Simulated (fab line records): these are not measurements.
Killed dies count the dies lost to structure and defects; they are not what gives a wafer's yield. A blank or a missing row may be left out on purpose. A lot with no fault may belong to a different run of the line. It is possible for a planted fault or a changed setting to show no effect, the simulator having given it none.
Chamber matching + flow n5_finfet + rie_diel-05 running N5_BEOL_M8_ETCH_72: 4 sister chambers
The step etches underlayer in N2/H2, target depth 6.5 nm, time 5.2 s. 24 wafers are shown with their chamber, then 12 later ones without.

EACH WAFER AND ITS CHAMBER
| wafer  | chamber | drypump_motor_current_A (A) | showerhead_plenum_p_Torr (Torr) | throttle_valve_pct (%) |
|--------|---------|-----------------------------|---------------------------------|------------------------|
| L074.3 | 2       | 6.3                         | 2.52                            | 18.03                  |
| L074.5 | 2       | 6.3                         | 2.52                            | 18.06                  |
| L074.6 | 0       | 5.2                         | 2.61                            | 17.98                  |
| L076.2 | 3       | 5.4                         | 2.53                            | 18.08                  |
| L076.4 | 2       | 6.3                         | 2.52                            | 18.07                  |
| L076.5 | 0       | 5.2                         | 2.61                            | 17.99                  |
| L077.1 | 0       | 5.2                         | 2.61                            | 17.99                  |
| L077.2 | 1       | 6.2                         | 2.50                            | 17.63                  |
| L077.3 | 2       | 6.3                         | 2.52                            | 18.06                  |
| L077.4 | 3       | 5.4                         | 2.53                            | 18.06                  |
| L077.5 | 1       | 6.2                         | 2.50                            | 17.68                  |
| L077.6 | 0       | 5.2                         | 2.61                            | 17.99                  |
| L081.1 | 2       | 6.3                         | 2.52                            | 18.08                  |
| L081.3 | 1       | 6.2                         | 2.49                            | 17.63                  |
| L081.6 | 0       | 5.2                         | 2.60                            | 18.01                  |
| L083.1 | 1       | 6.2                         | 2.49                            | 17.68                  |
| L083.3 | 3       | 5.4                         | 2.52                            | 18.08                  |
| L083.4 | 2       | 6.3                         | 2.52                            | 18.08                  |
| L085.3 | 1       | 6.2                         | 2.49                            | 17.67                  |
| L085.4 | 2       | 6.3                         | 2.52                            | 18.10                  |
| L085.6 | 3       | 5.3                         | 2.52                            | 18.10                  |
| L089.1 | 2       | 6.3                         | 2.51                            | 18.10                  |
| L089.3 | 3       | 5.4                         | 2.52                            | 18.10                  |
| L089.4 | 0       | 5.2                         | 2.60                            | 17.59                  |

SIGNATURES, as means of the wafers listed above
| reading                  | chamber 0 | chamber 1 | chamber 2 | chamber 3 | scatter within a chamber |
|--------------------------|-----------|-----------|-----------|-----------|--------------------------|
| drypump_motor_current_A  | 5.200     | 6.200     | 6.300     | 5.380     | 0.02                     |
| showerhead_plenum_p_Torr | 2.6067    | 2.4940    | 2.5187    | 2.5240    | 0.0048                   |
| throttle_valve_pct       | 17.9250   | 17.6580   | 18.0725   | 18.0840   | 0.0845                   |
Rule: for each reading, subtract the chamber's mean from the wafer's reading, divide by that reading's scatter and square the result; add these up over the readings and take the root, which gives the wafer's distance from the chamber. The wafer belongs to the nearest chamber; if the next one is less than 2 further off, it can't be placed. The scatter is the square root of a quotient: the sum, over the shown wafers, of each reading's squared deviation from its chamber's mean, divided by wafers minus chambers.

WAFERS WITH NO CHAMBER GIVEN
| wafer  | drypump_motor_current_A (A) | showerhead_plenum_p_Torr (Torr) | throttle_valve_pct (%) |
|--------|-----------------------------|---------------------------------|------------------------|
| L086.2 | 6.2                         | 2.49                            | 17.67                  |
| L086.4 | 6.3                         | 2.51                            | 18.09                  |
| L086.5 | 5.2                         | 2.60                            | 17.58                  |
| L092.2 | 6.3                         | 2.51                            | 18.11                  |
| L092.3 | 5.2                         | 2.60                            | 17.59                  |
| L092.6 | 5.4                         | 2.52                            | 18.12                  |
| L091.1 | 5.3                         | 2.51                            | 18.13                  |
| L091.2 | 5.2                         | 2.60                            | 17.58                  |
| L091.3 | 6.3                         | 2.51                            | 18.12                  |
| L094.1 | 5.2                         | 2.59                            | 17.62                  |
| L094.2 | 6.1                         | 2.48                            | 17.68                  |
| L094.6 | 6.3                         | 2.51                            | 18.12                  |

CHAMBER TAKEN BY EACH
| wafer  | from the rows above | in truth |
|--------|---------------------|----------|
| L086.2 | 1                   | 1        |
| L086.4 | 2                   | 2        |
| L086.5 | 0                   | 0        |
| L092.2 | 2                   | 2        |
| L092.3 | 0                   | 0        |
| L092.6 | 3                   | 3        |
| L091.1 | 3                   | 3        |
| L091.2 | 0                   | 0        |
| L091.3 | 2                   | 2        |
| L094.1 | 0                   | 0        |
| L094.2 | 1                   | 1        |
| L094.6 | 2                   | 2        |
12 of 12 placed correctly. From these rows, 0 cannot be placed. Number placed wrongly: 0.
